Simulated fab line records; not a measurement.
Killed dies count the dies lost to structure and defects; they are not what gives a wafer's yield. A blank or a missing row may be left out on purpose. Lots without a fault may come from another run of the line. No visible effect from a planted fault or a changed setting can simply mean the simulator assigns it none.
Chamber matching :: flow n5_finfet :: cmp-02 running N5_BEOL_M12_CMP_49: 4 sister chambers
The step polishes, stops on SiOC, t overpolish 20.6 s, target thk 320 nm. 4 wafers are shown with their chamber, then 9 later ones without.

## WAFERS PAIRED WITH THEIR CHAMBERS
wafer: L086.5
chamber: 3
motor_current_A (A): 6.2

wafer: L087.5
chamber: 2
motor_current_A (A): 4.8

wafer: L089.4
chamber: 0
motor_current_A (A): 5.6

wafer: L089.5
chamber: 1
motor_current_A (A): 6.7

## WAFERS WHOSE CHAMBER IS MISSING
wafer: L093.3
motor_current_A (A): 6.7

wafer: L093.4
motor_current_A (A): 6.4

wafer: L093.6
motor_current_A (A): 6.3

wafer: L094.1
motor_current_A (A): 6.2

wafer: L094.5
motor_current_A (A): 6.8

wafer: L094.6
motor_current_A (A): 4.6

wafer: L095.2
motor_current_A (A): 6.3

wafer: L095.3
motor_current_A (A): 5.0

wafer: L095.4
motor_current_A (A): 5.3

## EACH ONE'S CHAMBER
wafer: L093.3
from the rows above: 1
in truth: 1

wafer: L093.4
from the rows above: can't be placed: 3 or 1
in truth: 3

wafer: L093.6
from the rows above: can't be placed: 3 or 1
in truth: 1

wafer: L094.1
from the rows above: 3
in truth: 3

wafer: L094.5
from the rows above: 1
in truth: 1

wafer: L094.6
from the rows above: 2
in truth: 2

wafer: L095.2
from the rows above: can't be placed: 3 or 1
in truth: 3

wafer: L095.3
from the rows above: 2
in truth: 2

wafer: L095.4
from the rows above: can't be placed: 0 or 2
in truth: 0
Placed correctly: 5 of 9. Can't be placed from these rows: 4 (the true chamber is among the candidates in 4). 0 placed wrongly.
How it was worked out, from the rows above alone: a wafer's distance from a chamber is the root of the sum, over the readings, of the square of ((its reading less the chamber's mean) divided by the reading's scatter). The wafer belongs to the nearest chamber; if the next one is less than 2 further off, it can't be placed. For every chamber, the mean is computed from those of its wafers that are shown. The scatter: with one shown wafer a chamber, the root of the mean of the squares of how far each hidden wafer lies from its nearest shown one.
